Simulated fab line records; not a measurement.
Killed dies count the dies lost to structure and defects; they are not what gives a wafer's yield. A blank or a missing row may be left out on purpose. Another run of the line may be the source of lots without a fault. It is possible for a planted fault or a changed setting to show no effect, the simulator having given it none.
Split-lot trial ; flow n5-finfet ; route with 1938 steps; 7 lots, 21 wafers read

## THE SPLIT
At N5_BEOL_M3_COAT_22 (resist thk 30 nm), the setting spin-rpm was moved away from the recipe's 1500 rpm on 3 of the 21 wafers read, by -10.7% to +11.1%. For the rest of the wafers, this setting stayed at what the recipe calls for.

## FROM THE SPLIT TO THE READING: what the file shows between them, 4 steps
- N5_BEOL_M3_EBR_24
- N5_BEOL_M3_SOFTBAKE_23: time 60 s
- N5_BEOL_M3_EXPOSE_25: exposes mask V2, defocus 5 nm
- N5_BEOL_M3_PEB_26: peb time 60 s

## THE READING
CAR-EUV_of_BEOL_M3_COAT_22.thk-nm (the simulator's own value, which no gauge read), in nm, at N5_BEOL_M3_DEVELOP_27 (develop time 30 s). No usual value for it is given in the file. Here, 18 wafers ran the recipe; their average is 29.6 nm with a standard deviation of 0.14 nm.

wafer;tool, chamber at the split;spin-rpm as run, rpm;against the recipe;CAR-EUV_of_BEOL_M3_COAT_22.thk-nm, nm;against lot-mates on the recipe
L077.2;litho-track-02, 0;1500;recipe;29.6;-
L077.4;litho-track-02, 0;1500;recipe;29.6;-
L077.5;litho-track-02, 0;1500;recipe;29.6;-
L076.1;litho-track-04, 0;1500;recipe;29.6;-
L076.2;litho-track-04, 0;1500;recipe;29.6;-
L076.6;litho-track-04, 0;1500;recipe;29.8;-
L081.4;litho-track-02, 0;1340;-10.7%;31.2;+1.7
L081.5;litho-track-02, 0;1500;recipe;29.4;-
L081.6;litho-track-02, 0;1500;recipe;29.6;-
L080.2;litho-track-02, 0;1500;recipe;29.8;-
L080.5;litho-track-02, 0;1500;recipe;29.6;-
L080.6;litho-track-02, 0;1500;recipe;29.6;-
L084.1;litho-track-04, 0;1350;-10.0%;31.4;+1.6
L084.4;litho-track-04, 0;1500;recipe;29.8;-
L084.5;litho-track-04, 0;1500;recipe;29.8;-
L085.2;litho-track-04, 0;1500;recipe;29.8;-
L085.3;litho-track-04, 0;1500;recipe;29.8;-
L085.5;litho-track-04, 0;1667;+11.1%;28.2;-1.6
L095.1;litho-track-01, 0;1500;recipe;29.6;-
L095.2;litho-track-01, 0;1500;recipe;29.4;-
L095.5;litho-track-01, 0;1500;recipe;29.4;-

FIT RESULTS
A straight line over all 21 wafers: CAR-EUV_of_BEOL_M3_COAT_22.thk-nm changes by -0.148 nm for each +1% of spin-rpm; r = -0.97; the points scatter about the line by 0.16 nm.
The same after taking each lot's own level away (the mean of its wafers on the recipe; 21 wafers): -0.153 nm for each +1%; r = -0.99; scatter 0.079 nm.
The reading moves by 1.7 nm for the largest change in spin-rpm, on that fit.
Measured against the standard deviation above, the lots' own levels, which go from 29.47 to 29.80 nm, span 2.4 times it.
Consequently the slope shifts little with the lot-to-lot level, the two slopes agreeing.
Check: with one of the wafers moved furthest among these (+11.1%) left out of the fit, the line predicts -1.78 nm for it against its lot-mates. Against them it came out at -1.6 nm.

## THE WHOLE CHAIN: every reading that the file lists as answering this split, in the file's order
step;what it does;reading;change (the file's fit);r (the file's)
N5_BEOL_M3_COAT_22;resist thk 30 nm;CAR-EUV_of_BEOL_M3_COAT_22.thk-nm (the simulator's own value, which no gauge read);-0.157 nm for each +1% of the setting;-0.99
N5_BEOL_M3_DEVELOP_27;develop time 30 s;CAR-EUV_of_BEOL_M3_COAT_22.thk-nm (the simulator's own value, which no gauge read);-0.154 nm for each +1% of the setting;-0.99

## THE FILE'S OWN FIT
CAR-EUV_of_BEOL_M3_COAT_22.thk-nm changes by -0.154 nm for each +1% of spin-rpm, r = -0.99.
